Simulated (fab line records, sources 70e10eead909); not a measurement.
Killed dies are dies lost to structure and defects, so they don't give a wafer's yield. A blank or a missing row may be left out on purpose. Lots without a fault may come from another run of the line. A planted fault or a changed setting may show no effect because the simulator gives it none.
fab line records | flow nand_harc
record lots=11 wafers=33 last_day=24
route steps=1159 shown P_ZERO_WELL@18 END@1159
lots that met no fault: from a run of the same line without faults
start_h: hours from the record's first day to the start of the lot's first wafer shown | wait_h: hours since the lot's step before | " the same as in the row above | L1.1+2: a row that stands for several wafers | - no value, or no start given | * or withheld: withheld | < > ~ a bound
route shown NAME@n: a module of which the file shows steps, and the number in the route of the first | usual: mean/standard deviation of fault-free wafers | same: alike in all rows | chamber/n: place in a boat | sites: the reading at each site | _std_site: their standard deviation | _edge_site: outer sites' mean less inner sites' | radius_mm: how far each site lies from the wafer's centre | mask NAME#n: copy n | behind: the tool/chamber that last shaped the wafer | hold: why the lot was held/for how many hours/how that ended | device: the transistor (n, p or np) that didn't switch | end of line: the same wafers' tests at the end of the route | a step without rows: its recipe alone | killed: dies lost to structure and defects at the first sort, not the wafer's yield | map: a wafer's dies, x killed, . not, _ none there
set.NAME: the setting as run; set.NAME@STEP: as run at that earlier step | model.NAME: the simulator's own value behind a step, which no gauge read
steps of the route over a sample of lots; a table a step, a row a wafer
services: from which hour (start_h, from the record's first day; less than 0 if before it) a tool's chamber was out of use, for how many hours, and why
## steps
# step NHARC_P_ZERO_WELL_ETCH_62
# recipe target_depth_a=130 time_s=6.5 chf3_flow_sccm=50 ar_flow_sccm=200 rf_w=500 bias_w=200 chemistry=CHF3/Ar
# usual bias_w=199.9/0.65 drypump_motor_current_A=5.9/0.36 oes_product_au=0.958/0.019 rf_vpp_V=370.2/2.2 showerhead_plenum_p_Torr=2.32/0.086 throttle_valve_pct=20.217/0.0086
# columns lot.wafer tool chamber start_h wait_h bias_w drypump_motor_current_A oes_product_au rf_hours_counter_h rf_vpp_V showerhead_plenum_p_Torr throttle_valve_pct
L141.3 rie_diel-13 3 - - 201.3 5.9 0.958 5 369.2 2.22 20.224
L141.5 " 3 " " 201.2 5.9 0.950 - 367.3 2.22 20.216
L141.6 " 0 " " 200.0 5.9 0.956 - 375.5 2.51 20.216
L143.1 rie_diel-08 0 - - 200.2 5.7 0.928 4 372.4 2.39 20.208
L143.3 " 2 " " 199.7 6.0 0.907 5 371.5 2.38 20.216
L143.5 " 3 " " 199.8 5.5 0.924 - 370.5 2.35 20.224
L144.2 rie_diel-08 2 - - 200.5 6.0 0.958 6 371.1 2.38 20.214
L144.6 " 1 " " 198.8 5.3 0.956 - 369.5 2.23 20.219
L144.5 " 2 " " 200.6 6.0 0.958 - 371.5 2.38 20.220
L147.3 rie_diel-12 3 - - 199.8 6.2 0.975 1 366.5 2.20 20.213
L147.4 " 2 " " 199.2 6.5 0.985 1 370.2 2.35 20.207
L147.6 " 0 " " 200.0 6.1 0.967 - 368.4 2.33 20.207
L151.4 rie_diel-12 3 - - 200.1 6.1 0.959 3 368.0 2.20 20.208
L151.5 " 2 " " 200.5 6.5 0.975 - 372.1 2.35 20.227
L151.6 " 3 " " 199.9 6.1 0.961 - 367.2 2.20 20.230
L154.4 rie_diel-08 1 - - 199.9 5.3 0.957 - 368.9 2.23 20.225
L154.6 " 2 " " 199.4 6.0 0.956 - 372.3 2.37 20.227
L154.5 " 3 " " 199.0 5.5 0.957 - 370.2 2.35 20.208
L157.4 rie_diel-13 1 - - 200.7 6.0 0.982 1 369.5 2.32 20.217
L157.2 " 2 " " 199.8 6.5 0.966 1 371.2 2.35 20.212
L157.6 " 0 " " 199.7 5.9 0.948 - 372.8 2.51 20.202
L158.2 rie_diel-12 0 - - 199.7 6.1 0.948 6 370.6 2.32 20.227
L158.3 " 1 " " 200.6 5.5 0.944 6 369.0 2.24 20.212
L158.6 " 3 " " 200.0 6.1 0.976 - 366.9 2.20 20.206
L159.2 rie_diel-13 3 - - 199.2 5.9 0.949 2 368.0 2.21 20.223
L159.3 " 0 " " 200.0 5.9 0.961 2 374.2 2.51 20.217
L159.1 " 1 " " 200.7 6.0 0.982 2 369.3 2.32 20.222
L160.4 rie_diel-13 0 - - 198.8 5.9 0.919 2 374.6 2.51 20.202
L160.1 " 1 " " 199.5 6.0 0.923 2 369.5 2.32 20.228
L160.6 " 3 " " 200.6 5.9 0.916 - 368.2 2.21 20.216
L161.4 rie_diel-13 0 - - 199.7 5.9 0.959 2 374.2 2.51 20.215
L161.2 " 1 " " 198.8 6.0 0.951 2 370.4 2.32 20.214
L161.6 " 0 " " 199.6 5.9 0.947 - 374.0 2.51 20.215
# step NHARC_P_ZERO_WELL_DESCUM_26
# recipe time_s=3 o2_flow_sccm=200 ar_flow_sccm=0 bias_power_w=0 chemistry=O2
# usual drypump_motor_current_A=5.9/0.37 oes_product_au=0.997/0.0074 rf_vpp_V=57.6/0.83 showerhead_plenum_p_Torr=1.89/0.067 throttle_valve_pct=11.311/0.0089
# columns lot.wafer tool chamber start_h wait_h drypump_motor_current_A oes_product_au rf_hours_counter_h rf_vpp_V showerhead_plenum_p_Torr throttle_valve_pct
L141.3 rie_diel-08 1 20.79 - 5.3 1.005 2.8 56.9 1.82 11.321
L141.5 " 1 " " 5.4 1.000 - 57.8 1.82 11.316
L141.6 " 2 " " 6.0 0.989 - 59.0 1.94 11.300
L143.3 rie_diel-13 2 32.78 - 6.5 0.988 6.1 58.2 1.92 11.318
L143.1 " 3 " " 5.9 0.993 6.9 56.7 1.81 11.311
L143.5 " 1 " " 6.0 0.998 - 57.1 1.89 11.309
L144.2 rie_diel-08 3 38.81 - 5.5 1.004 4.8 58.3 1.92 11.316
L144.6 " 0 " " 5.6 1.002 - 57.2 1.95 11.317
L144.5 " 1 " " 5.3 1.001 - 56.4 1.82 11.331
L147.4 rie_diel-08 3 56.66 - 5.6 0.994 5.7 58.2 1.92 11.314
L147.3 " 0 " " 5.7 1.003 6.0 57.0 1.95 11.314
L147.6 " 1 " " 5.3 0.982 - 57.4 1.82 11.312
L151.4 rie_diel-12 3 80.69 - 6.1 1.003 3.3 57.2 1.79 11.319
L151.5 " 0 " " 6.0 1.003 - 57.0 1.90 11.319
L151.6 " 1 " " 5.5 0.987 - 57.7 1.83 11.299
L154.4 rie_diel-12 2 98.67 - 6.5 0.995 3.7 58.2 1.92 11.313
L154.6 " 2 " " 6.5 0.997 - 58.2 1.92 11.303
L154.5 " 3 " " 6.2 0.991 - 57.6 1.79 11.310
L157.2 rie_diel-08 2 116.63 - 6.0 1.003 11.7 57.9 1.94 11.307
L157.4 " 1 " " 5.3 1.000 11.1 56.4 1.82 11.322
L157.6 " 3 " " 5.6 0.996 - 58.6 1.91 11.321
L158.2 rie_diel-13 0 122.78 - 5.9 0.996 1.3 59.0 2.05 11.309
L158.3 " 1 " " 6.0 1.003 1.6 58.2 1.89 11.315
L158.6 " 3 " " 5.9 0.997 - 57.9 1.80 11.296
L159.3 rie_diel-12 0 128.54 - 6.1 0.993 6.7 56.7 1.90 11.314
L159.1 " 2 " " 6.5 1.000 6.1 57.5 1.92 11.309
L159.2 " 3 " " 6.2 0.988 6.7 57.2 1.79 11.307
L160.1 rie_diel-12 3 134.78 - 6.2 1.004 6.9 57.6 1.79 11.299
L160.4 " 0 " " 6.1 0.998 6.8 58.4 1.90 11.313
L160.6 " 1 " " 5.5 0.992 - 58.8 1.82 11.294
L161.2 rie_diel-08 2 140.63 - 6.0 1.011 0.1 57.8 1.94 11.311
L161.4 " 1 " " 5.3 0.984 0.7 55.5 1.81 11.301
L161.6 " 2 " " 6.0 0.989 - 56.1 1.94 11.314
# step NHARC_P_ZERO_WELL_EXPOSE_49
# recipe na=0.6 target_cd_nm=2000 dose_mj=22.64 mask_id=P_HVPW
# same na=0.6
# columns lot.wafer tool chamber start_h wait_h mask
L141.3+5+6 krf_scanner-02 0 23.66 - P_HVPW#0
L143.1+3+5 krf_scanner-01 0 35.62 - P_HVPW#0
L144.2+5+6 krf_scanner-04 0 41.65 - P_HVPW#0
L147.3+4+6 krf_scanner-04 0 59.63 - P_NWELL#0
L151.4+5+6 krf_scanner-04 0 83.39 - P_HVPW#0
L154.4+5+6 krf_scanner-02 0 101.55 - P_HVPW#0
L157.2+4+6 krf_scanner-04 0 119.53 - P_HVPW#0
L158.2+3+6 krf_scanner-04 0 125.49 - P_HVPW#0
L159.1+2+3 krf_scanner-01 0 131.51 - P_HVPW#0
L160.1+4+6 krf_scanner-02 0 137.72 - P_HVPW#0
L161.2+4+6 krf_scanner-04 0 143.63 - P_HVPW#0
# step NHARC_P_ZERO_WELL_CD_MEAS_52
# recipe target_cd_nm=2000 landing_energy_ev=500
# usual cd_nm=1999.7/1.3
# columns lot.wafer tool chamber start_h wait_h cd_nm
L141.3 cd_sem-02 0 23.81 - 1998.9
L141.5 " 0 " " 2000.4
L141.6 " 0 " " 1998.0
L143.1 cd_sem-02 0 35.79 - 2000.3
L143.3 " 0 " " 2001.4
L143.5 " 0 " " 2001.5
L144.2 cd_sem-01 0 41.82 - 1999.4
L144.5 " 0 " " 1999.7
L144.6 " 0 " " 1998.2
L147.3 cd_sem-01 0 59.79 - -
L147.4 " 0 " " -
L147.6 " 0 " " -
L151.4 cd_sem-01 0 83.53 - 2000.8
L151.5 " 0 " " 2000.8
L151.6 " 0 " " 2000.6
L154.4 cd_sem-02 0 101.70 - 1998.7
L154.5 " 0 " " 1997.6
L154.6 " 0 " " 2000.2
L157.2 cd_sem-02 0 119.68 - 1999.2
L157.4 " 0 " " 1999.8
L157.6 " 0 " " 1998.5
L158.2 cd_sem-02 0 125.64 - 2004.0
L158.3 " 0 " " 2001.3
L158.6 " 0 " " 2002.6
L159.1 cd_sem-01 0 131.67 - 2002.3
L159.2 " 0 " " 1999.4
L159.3 " 0 " " 2002.3
L160.1 cd_sem-01 0 137.88 - 1997.8
L160.4 " 0 " " 1998.6
L160.6 " 0 " " 1999.4
L161.2 cd_sem-02 0 143.78 - 1998.6
L161.4 " 0 " " 1997.4
L161.6 " 0 " " 1998.6
# step NHARC_P_ZERO_WELL_DESCUM_54
# recipe time_s=3 o2_flow_sccm=200 ar_flow_sccm=0 bias_power_w=0 chemistry=O2
# usual drypump_motor_current_A=5.9/0.36 oes_product_au=0.996/0.0074 rf_vpp_V=57.6/0.89 showerhead_plenum_p_Torr=1.89/0.074 throttle_valve_pct=11.311/0.0091
# columns lot.wafer tool chamber start_h wait_h drypump_motor_current_A oes_product_au rf_hours_counter_h rf_vpp_V showerhead_plenum_p_Torr throttle_valve_pct
L141.3 rie_diel-12 1 23.99 - 5.5 0.992 13 58.0 1.83 11.316
L141.6 " 3 " " 6.2 0.986 - 54.8 1.79 11.302
L141.5 " 0 " " 6.1 0.990 - 58.8 1.90 11.316
L143.3 rie_diel-12 2 35.96 - 6.5 0.994 0 57.4 1.92 11.318
L143.1 " 3 " " 6.1 0.992 0 56.4 1.79 11.305
L143.5 " 3 " " 6.1 0.998 - 57.1 1.79 11.299
L144.2 rie_diel-12 1 41.99 - 5.5 0.982 1 57.2 1.83 11.313
L144.6 " 1 " " 5.5 0.990 - 57.0 1.83 11.292
L144.5 " 2 " " 6.5 0.998 - 58.2 1.92 11.290
L147.3 rie_diel-08 1 59.97 - 5.3 1.002 6 57.3 1.82 11.326
L147.4 " 2 " " 6.0 0.992 7 57.9 1.94 11.300
L147.6 " 0 " " 5.7 1.010 - 57.0 1.95 11.297
L151.4 rie_diel-08 0 83.70 - 5.6 0.998 8 58.4 1.95 11.319
L151.5 " 3 " " 5.5 1.000 - 57.9 1.91 11.294
L151.6 " 0 " " 5.7 1.001 - 56.7 1.95 11.325
L154.4 rie_diel-12 0 101.89 - 6.1 0.990 4 56.3 1.90 11.312
L154.6 " 2 " " 6.5 0.997 - 57.5 1.92 11.319
L154.5 " 3 " " 6.2 0.994 - 56.7 1.79 11.318
L157.2 rie_diel-13 0 119.84 - 5.9 0.994 1 59.2 2.06 11.297
L157.4 " 1 " " 6.0 0.987 2 57.2 1.89 11.302
L157.6 " 0 " " 6.0 0.992 - 58.0 2.05 11.319
L158.3 rie_diel-13 1 125.82 - 6.0 0.998 2 57.6 1.89 11.307
L158.2 " 2 " " 6.5 0.982 2 58.6 1.92 11.314
L158.6 " 3 " " 5.9 1.002 - 57.3 1.80 11.318
L159.2 rie_diel-13 3 131.83 - 5.9 0.993 2 57.2 1.80 11.313
L159.1 " 1 " " 6.0 1.006 2 56.1 1.89 11.307
L159.3 " 2 " " 6.5 0.986 3 56.9 1.92 11.330
L160.1 rie_diel-12 3 138.04 - 6.1 1.009 7 58.1 1.79 11.313
L160.4 " 0 " " 6.1 0.990 7 57.8 1.90 11.299
L160.6 " 0 " " 6.1 1.003 - 59.0 1.90 11.314
L161.2 rie_diel-08 3 143.94 - 5.6 0.999 1 58.4 1.91 11.300
L161.4 " 1 " " 5.3 1.008 1 56.8 1.82 11.302
L161.6 " 0 " " 5.6 0.991 - 56.0 1.95 11.313
# step NHARC_END_SORT_01
# recipe temp_c=25
# usual killed_at_array=25/9.8 killed_at_other=0.8/1.1 killed_at_periphery=3.3/2.1 killed_dies=29/10 killed_open=3.3/1.8 killed_short=1.9/1.4
# same gross_dies=677
# columns lot.wafer tool chamber start_h wait_h killed_at_array killed_at_other killed_at_periphery killed_dies killed_open killed_short
L147.3 prober-01 0 485.13 3.1 20 0 657 677 3 6
L147.4 prober-01 0 485.93 3.4 15 0 662 677 3 0
L147.6 prober-01 0 487.52 4.0 15 1 661 677 3 4
L151.4 prober-01 0 542.82 3.4 24 1 5 30 3 4
L151.6 prober-01 0 544.41 4.0 23 0 2 25 3 0
# killed by level:class
L147.3 P_ZERO_WELL:area_expose=652 A_CHANNEL_HOLE_D1:chamber_film_flake=10 A_WL_FILL:geometric_particle:short=3 A_ONON_D1:geometric_particle:short=2 P_ZERO_WELL:chamber_film_flake=2 A_CONTACT:chamber_film_flake=2 P_STI:geometric_particle:open=1 P_M0:geometric_particle:short=1
L147.4 P_ZERO_WELL:area_expose=659 A_CHANNEL_HOLE_D1:chamber_film_flake=8 P_ZERO_WELL:chamber_film_flake=3 A_STAIRCASE:chamber_film_flake=2 A_ONON_D1:geometric_particle:open=1 A_CONTACT:geometric_particle:open=1 A_BLC:geometric_particle:open=1 A_WL_FILL:chamber_film_flake=1
L147.6 P_ZERO_WELL:area_expose=660 A_CHANNEL_HOLE_D1:chamber_film_flake=6 A_CONTACT:chamber_film_flake=2 P_M1:geometric_particle:short=1 A_SOURCE_PLATE:geometric_particle:short=1 A_CHANNEL_FILL_D1:geometric_particle:open=1 A_WL_FILL:geometric_particle:open=1 A_WL_FILL:geometric_particle:short=1
L151.4 A_CHANNEL_HOLE_D1:chamber_film_flake=18 A_WL_FILL:geometric_particle:short=2 P_STI:chamber_film_flake=2 P_CONTACT:geometric_particle:open=1 P_M0:geometric_particle:open=1 P_M2:geometric_particle:open=1 A_SGD_CUT:geometric_particle:short=1 A_SLIT:geometric_particle:short=1
L151.6 A_CHANNEL_HOLE_D1:chamber_film_flake=12 A_STAIRCASE:chamber_film_flake=6 P_M0:geometric_particle:open=1 A_CHANNEL_HOLE_D1:geometric_particle:open=1 A_BLC:geometric_particle:open=1 P_GATE:chamber_film_flake=1 A_SLIT:chamber_film_flake=1 A_CONTACT:chamber_film_flake=1
## services
# columns tool chamber start_h hours kind
krf_scanner-04 - -2.56 3.2 repair
rie_diel-12 0 4.63 - clean
rie_diel-12 1 4.63 - clean
rie_diel-12 2 4.63 - clean
rie_diel-12 3 4.63 - clean
rie_diel-12 - 25.45 9.0 pm
rie_diel-12 0 25.45 9.0 vent_cycle
rie_diel-12 1 25.45 9.0 vent_cycle
rie_diel-12 2 25.45 9.0 vent_cycle
rie_diel-12 3 25.45 9.0 vent_cycle
rie_diel-08 - 32.69 0.2 repair
rie_diel-12 0 34.45 - clean
rie_diel-12 1 34.45 - clean
rie_diel-12 2 34.45 - clean
rie_diel-12 0 35.49 8.0 repair
krf_scanner-02 - 38.04 4.0 pm
krf_scanner-01 - 84.00 4.0 pm
rie_diel-08 0 93.30 15.5 repair
rie_diel-13 - 99.00 9.0 pm
krf_scanner-01 - 114.01 4.0 repair
rie_diel-08 - 124.80 9.0 pm
krf_scanner-04 - 126.00 4.0 pm
krf_scanner-04 - 135.31 7.7 repair
rie_diel-12 - 142.54 4.3 repair
## key
first_sign step=NHARC_P_ZERO_WELL_EXPOSE_49 reading=mask direction=changed
effect step=NHARC_P_ZERO_WELL_CD_MEAS_52 reading=cd_nm direction=missing
effect step=NHARC_END_SORT_01 reading=killed_at_periphery direction=up sigmas=99+ usual=3.3 struck=660
more_kills_born_at NHARC_P_ZERO_WELL_EXPOSE_49@krf_scanner-04=1971
met_at NHARC_P_ZERO_WELL_EXPOSE_49
struck_lots L147
later_rows_left_out L147.3,L147.4,L147.6
tester_left_out L147
not_acting_at NHARC_P_ZERO_WELL_ETCH_62,NHARC_P_ZERO_WELL_DESCUM_26,NHARC_P_ZERO_WELL_DESCUM_54
onset_between 41.65 59.63
fault kind=wrong_mask tool=any chamber=- onset_h=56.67 steps=NHARC_P_ZERO_WELL_EXPOSE_49 aux_copy=P_NWELL#0 scope=struck_lots_only
# tester_left_out: of these lots the tester's yield and bins aren't shown, on N5 and GAA mostly nor the transistor test; their killed dies are dies lost to structure and defects alone, not to doping, threshold or leakage, so they don't give the yield
# later_rows_left_out: the simulator's readings of these wafers behind a module that went badly wrong aren't trusted and aren't shown, but for the sort
